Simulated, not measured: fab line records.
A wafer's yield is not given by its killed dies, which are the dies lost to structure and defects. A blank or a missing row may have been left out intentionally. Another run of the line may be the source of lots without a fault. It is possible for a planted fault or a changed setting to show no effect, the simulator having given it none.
fab line records	flow nand-harc	part 2 of 2: steps 29 to 42 of 42
record lots=5	wafers=15	last-day=32
route steps=1302 shown A_BLC@1132 A_M0@1137 A_M1@1169
lots with no fault: from the same line, run without faults
start-h: the number of hours between the record's first day and the start of the first shown wafer of the lot	wait-h: how many hours have passed since the lot's step before this one	" repeats the value in the row above	L1.1+2: a row that stands for several wafers	- value missing, or start not given	* or withheld: withheld	< > ~ a bound
route shown NAME@n: NAME is a module with steps in the file, n the number in the route of the first one	usual: the fault-free wafers' mean and standard deviation	same: alike in all rows	chamber/n: place in a boat	sites: readings site by site	_std_site: standard deviation across them	_edge_site: the outer-site mean with the inner-site mean subtracted	radius-mm: for every site, how far away it sits from the centre of the wafer	mask NAME#n: copy n	behind: the last tool/chamber to shape the wafer	hold: what put the lot on hold/how long, in hours/how the hold closed	device: transistor that didn't switch, given as n, p or np	end of line: at the end of the route, the tests of the same wafers	step lacking rows: just its recipe	killed: at the first sort, the dies lost to defects and structure; wafer yield is something else	map: per-die view of a wafer (x killed, . not killed, _ where there is no die)
set.NAME: the run value of the setting; set.NAME@STEP: its run value at that earlier step	model.NAME: the simulator's own value behind a step, which no gauge read
lots at selected steps of the route; one table per step, one row per wafer
services: the hour from which a tool's chamber was out of use, counted from the record's first day as start-h (under 0 if before that day), plus the number of hours and why
## steps
# step NHARC_A_M0_ANNEAL_30
# recipe temp-c=225	time-s=90
# usual anneal-temp-c=224.99/0.15	wafer_temp_C_max=226.2/0.43
lot.wafer	tool	chamber	start-h	wait-h	anneal-temp-c	wafer_temp_C_max
L074.2	rtp-anneal-02	0	520.43	0.4	225.02	225.7
L074.4	"	0	"	"	224.90	225.6
L074.6	"	0	"	"	225.18	225.8
L082.2	rtp-anneal-01	0	619.08	-	224.74	226.6
L082.3	"	0	"	"	224.99	226.8
L082.6	"	0	"	"	225.21	227.0
L085.3	rtp-anneal-02	0	654.99	-	225.13	226.2
L085.4	"	0	"	"	225.28	226.1
L085.6	"	0	"	"	225.42	226.2
L087.1	rtp-anneal-02	0	667.59	0.3	225.04	226.8
L087.2	"	0	"	"	225.08	226.0
L087.5	"	0	"	"	224.83	225.8
L096.1	rtp-anneal-02	0	742.48	0.3	224.77	226.1
L096.2	"	0	"	"	225.03	226.0
L096.5	"	0	"	"	224.98	226.1
# step NHARC_A_M0_CMP_23
# recipe t-overpolish-s=20	target-thk-nm=113.75
# usual motor-current-A=12.5/0.98	time-to-endpoint-s=29.1/2.6
lot.wafer	tool	chamber	start-h	wait-h	motor-current-A	time-to-endpoint-s
L074.4	cmp-03	2	520.75	-	11.5	28.6
L074.2	"	0	"	"	12.5	27.1
L074.6	"	1	"	"	12.3	27.2
L082.2	cmp-01	2	619.43	-	13.4	31.7
L082.3	"	3	"	"	10.4	28.8
L082.6	"	1	"	"	12.3	30.8
L085.3	cmp-01	1	655.23	-	11.9	26.4
L085.4	"	0	"	"	13.3	25.4
L085.6	"	1	"	"	12.2	27.4
L087.2	cmp-01	2	667.97	-	14.0	29.6
L087.1	"	0	"	"	13.5	27.2
L087.5	"	1	"	"	12.1	25.8
L096.2	cmp-02	2	742.85	-	12.0	30.3
L096.1	"	3	"	"	11.7	30.3
L096.5	"	2	"	"	12.5	28.0
# step NHARC_A_M0_THK_MEAS_24
# recipe thk-meas-gauge=xrf
# usual thk-nm=113.9/1.6
lot.wafer	tool	chamber	start-h	wait-h	thk-nm
L074.2	film-metro-02	-	521.04	-	112.1
L074.4	"	-	"	"	111.0
L074.6	"	-	"	"	113.0
L082.2	film-metro-01	-	619.69	-	115.4
L082.3	"	-	"	"	112.9
L082.6	"	-	"	"	113.6
L085.3	film-metro-02	-	655.55	-	113.3
L085.4	"	-	"	"	111.9
L085.6	"	-	"	"	113.5
L087.1	film-metro-01	-	668.26	-	113.7
L087.2	"	-	"	"	116.1
L087.5	"	-	"	"	114.9
L096.1	film-metro-01	-	743.14	-	113.0
L096.2	"	-	"	"	111.8
L096.5	"	-	"	"	113.8
# step NHARC_A_M0_SRD_25
lot.wafer	tool	chamber	start-h	wait-h
L074.6+4+2	wet-bench-08	0,1,3	521.09	0.0
L082.3+6+2	wet-bench-10	0,1,3	619.73	0.0
L085.3+4+6	wet-bench-08	7,0,1	655.60	0.1
L087.2+1+5	wet-bench-10	7,0,3	668.31	0.0
L096.1+5+2	wet-bench-08	6,2,3	743.18	0.0
# step NHARC_A_M0_INSPECT_27
# usual raw-defect-count=531/120
lot.wafer	tool	chamber	start-h	wait-h	raw-defect-count
L074.2	defect-inspect-02	-	521.20	0.0	522
L074.4	"	-	"	"	486
L074.6	"	-	"	"	442
L082.2	defect-inspect-02	-	619.84	0.0	466
L082.3	"	-	"	"	559
L082.6	"	-	"	"	568
L085.3	defect-inspect-01	-	655.71	0.0	511
L085.4	"	-	"	"	547
L085.6	"	-	"	"	533
L087.1	defect-inspect-01	-	668.44	0.0	768
L087.2	"	-	"	"	445
L087.5	"	-	"	"	425
L096.1	defect-inspect-02	-	743.32	0.0	919
L096.2	"	-	"	"	463
L096.5	"	-	"	"	491
# step NHARC_A_M0_PRE_CLEAN_31
# recipe time-s=12	temp-c=370	rf-power-w=300	gas=NH3
# usual heater-power-w=654/67	susceptor-temp-C=370.03/0.21
lot.wafer	tool	chamber	start-h	wait-h	heater-power-w	susceptor-temp-C
L074.2	pecvd-01	2	521.26	0.1	758	369.95
L074.4	"	2	"	"	773	369.74
L074.6	"	1	"	"	574	370.17
L082.3	pecvd-01	0	619.91	0.1	578	370.08
L082.2	"	1	"	"	585	370.39
L082.6	"	2	"	"	792	369.70
L085.3	pecvd-02	1	655.80	0.1	676	370.09
L085.6	"	2	"	"	774	369.94
L085.4	"	0	"	"	593	370.14
L087.2	pecvd-04	1	668.52	0.1	600	369.96
L087.1	"	2	"	"	634	370.14
L087.5	"	2	"	"	664	370.40
L096.2	pecvd-04	0	743.40	0.1	602	370.00
L096.1	"	1	"	"	657	369.66
L096.5	"	0	"	"	590	369.86
# step NHARC_A_M0_DEP_32
# recipe target-thk-a=300	temp-c=370	target-thk-nm=30	pressure-torr=3	flow-sccm=200	rf-w=450	material=SiCN
# usual heater-power-w=603/66	susceptor-temp-C=369.98/0.22
lot.wafer	tool	chamber	start-h	wait-h	heater-power-w	susceptor-temp-C
L074.2	pecvd-01	2	521.34	0.1	703	369.78
L074.4	"	2	"	"	691	370.21
L074.6	"	1	"	"	451	370.34
L082.3	pecvd-01	0	619.99	0.1	604	370.05
L082.2	"	1	"	"	522	369.45
L082.6	"	2	"	"	728	370.00
L085.3	pecvd-02	1	655.94	0.1	652	370.08
L085.6	"	2	"	"	620	369.67
L085.4	"	0	"	"	567	369.84
L087.2	pecvd-04	1	668.63	0.1	561	369.85
L087.1	"	2	"	"	598	369.66
L087.5	"	2	"	"	603	369.88
L096.2	pecvd-04	0	743.51	0.1	672	370.48
L096.1	"	1	"	"	642	369.87
L096.5	"	0	"	"	659	369.77
# step NHARC_A_M1_DEP_00
# recipe target-thk-a=1825	target-thk-nm=182.5	temp-c=withheld	pressure-torr=5	flow-sccm=200	rf-w=600	material=SiOC
lot.wafer	tool	chamber	start-h	wait-h
L074.2+4+6	pecvd-02	1,2,0	521.76	-
L082.2+3+6	pecvd-04	0,1,2	620.40	-
L085.3+6+4	pecvd-01	1,0,2	656.31	-
L087.2+1+5	pecvd-02	1,2,2	669.07	-
L096.1+2+5	pecvd-01	0,1,2	743.88	-
# step NHARC_A_M1_DEHYDRATE_01
# recipe temp-c=150	time-s=120
lot.wafer	tool	chamber	start-h	wait-h
L074.2+4+6	litho-track-06	0	522.17	-
L082.2+3+6	litho-track-06	0	620.81	-
L085.3+4+6	litho-track-04	0	656.67	-
L087.1+2+5	litho-track-01	0	669.43	-
L096.1+2+5	litho-track-06	0	744.29	-
# step NHARC_A_M1_HMDS_02
# recipe time-s=30
lot.wafer	tool	chamber	start-h	wait-h
L074.2+4+6	litho-track-06	0	-	-
L082.2+3+6	litho-track-06	0	-	-
L085.3+4+6	litho-track-04	0	-	-
L087.1+2+5	litho-track-01	0	-	-
L096.1+2+5	litho-track-06	0	-	-
# step NHARC_A_M1_COAT_34
# recipe temp-c=200	time-s=65
lot.wafer	tool	chamber	start-h	wait-h
L074.2+4+6	litho-track-06	0	-	-
L082.2+3+6	litho-track-06	0	-	-
L085.3+4+6	litho-track-04	0	-	-
L087.1+2+5	litho-track-01	0	-	-
L096.1+2+5	litho-track-06	0	-	-
# step NHARC_A_M1_COAT_03
# recipe spin-rpm=1500	resist-thk-nm=90
lot.wafer	tool	chamber	start-h	wait-h
L074.2+4+6	litho-track-06	0	-	-
L082.2+3+6	litho-track-06	0	-	-
L085.3+4+6	litho-track-04	0	-	-
L087.1+2+5	litho-track-01	0	-	-
L096.1+2+5	litho-track-06	0	-	-
# step NHARC_A_M1_SOFTBAKE_04
# recipe temp-c=105	time-s=55
lot.wafer	tool	chamber	start-h	wait-h
L074.2+4+6	litho-track-06	0	-	-
L082.2+3+6	litho-track-06	0	-	-
L085.3+4+6	litho-track-04	0	-	-
L087.1+2+5	litho-track-01	0	-	-
L096.1+2+5	litho-track-06	0	-	-
# step NHARC_A_M1_EBR_05
lot.wafer	tool	chamber	start-h	wait-h
L074.2+4+6	litho-track-06	0	-	-
L082.2+3+6	litho-track-06	0	-	-
L085.3+4+6	litho-track-04	0	-	-
L087.1+2+5	litho-track-01	0	-	-
L096.1+2+5	litho-track-06	0	-	-
## services
tool	chamber	start-h	hours	kind
rie-diel-06	2	504.07	1.2	repair
litho-track-01	-	505.00	7.0	pm
pvd-sputter-02	-	510.99	2.9	repair
cmp-01	-	515.90	1.7	repair
pecvd-02	2	523.95	18.8	repair
pvd-sputter-03	-	526.00	10.0	pm
cmp-01	-	528.11	1.0	repair
litho-track-06	-	529.00	7.0	pm
litho-track-04	-	553.00	7.0	pm
pecvd-04	-	578.11	1.8	repair
pvd-sputter-01	-	582.28	10.0	pm
pecvd-02	-	589.44	13.0	pm
rie-diel-11	-	609.50	9.0	pm
cvd-w-02	-	631.00	13.0	pm
pecvd-04	-	631.49	13.0	pm
rie-diel-11	3	648.10	7.6	repair
pecvd-01	-	657.51	0.2	repair
rie-diel-06	-	661.30	9.0	pm
pecvd-01	-	673.30	13.0	pm
litho-track-01	-	680.00	7.0	pm
pecvd-01	-	701.63	0.7	repair
litho-track-06	-	704.00	7.0	pm
pecvd-04	-	716.00	1.4	repair
litho-track-04	-	728.00	7.0	pm
